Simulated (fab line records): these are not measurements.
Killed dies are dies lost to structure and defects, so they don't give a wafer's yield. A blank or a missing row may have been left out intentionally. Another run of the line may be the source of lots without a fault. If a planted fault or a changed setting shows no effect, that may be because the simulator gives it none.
Chamber matching	flow nand_harc	NHARC_A_M0_ETCH_34 on rie_diel-01 has 4 sister chambers
The step etches the open film in N2/H2, target depth 40 nm, overetch 12 nm, time 43.94 s. 4 wafers are shown with their chamber, then 8 later ones without.

== WAFERS, EACH WITH ITS CHAMBER ==
wafer	chamber	rf_vpp_V (V)
L844.5	3	434.7
L846.1	1	429.0
L846.3	0	425.9
L845.1	2	433.8

== WAFERS WHOSE CHAMBER IS MISSING ==
wafer	rf_vpp_V (V)
L845.2	433.8
L845.5	435.4
L847.1	427.8
L847.2	433.2
L847.6	435.9
L850.1	433.4
L850.4	425.9
L850.6	435.0

== WHICH CHAMBER EACH ONE RAN IN ==
wafer	from the rows above	in truth
L845.2	can't be placed: 2 or 3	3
L845.5	can't be placed: 3 or 2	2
L847.1	can't be placed: 1 or 0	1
L847.2	can't be placed: 2 or 3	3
L847.6	can't be placed: 3 or 2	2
L850.1	can't be placed: 2 or 3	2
L850.4	0	0
L850.6	can't be placed: 3 or 2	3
Correctly placed: 1 of 8. From these rows, 7 cannot be placed; in 7 the true chamber is one of the candidates. Number placed wrongly: 0.
How it was worked out, from the rows above alone: a wafer's distance from a chamber is the root of the sum, over the readings, of the square of ((its reading less the chamber's mean) divided by the reading's scatter). If the next closest chamber is less than 2 further off than the closest, the wafer can't be placed; otherwise it belongs to the closest. Each chamber's mean is taken over the wafers shown for it. The scatter (one wafer shown for each chamber): square how far every hidden wafer sits from the nearest shown wafer, average those squares and take the square root.
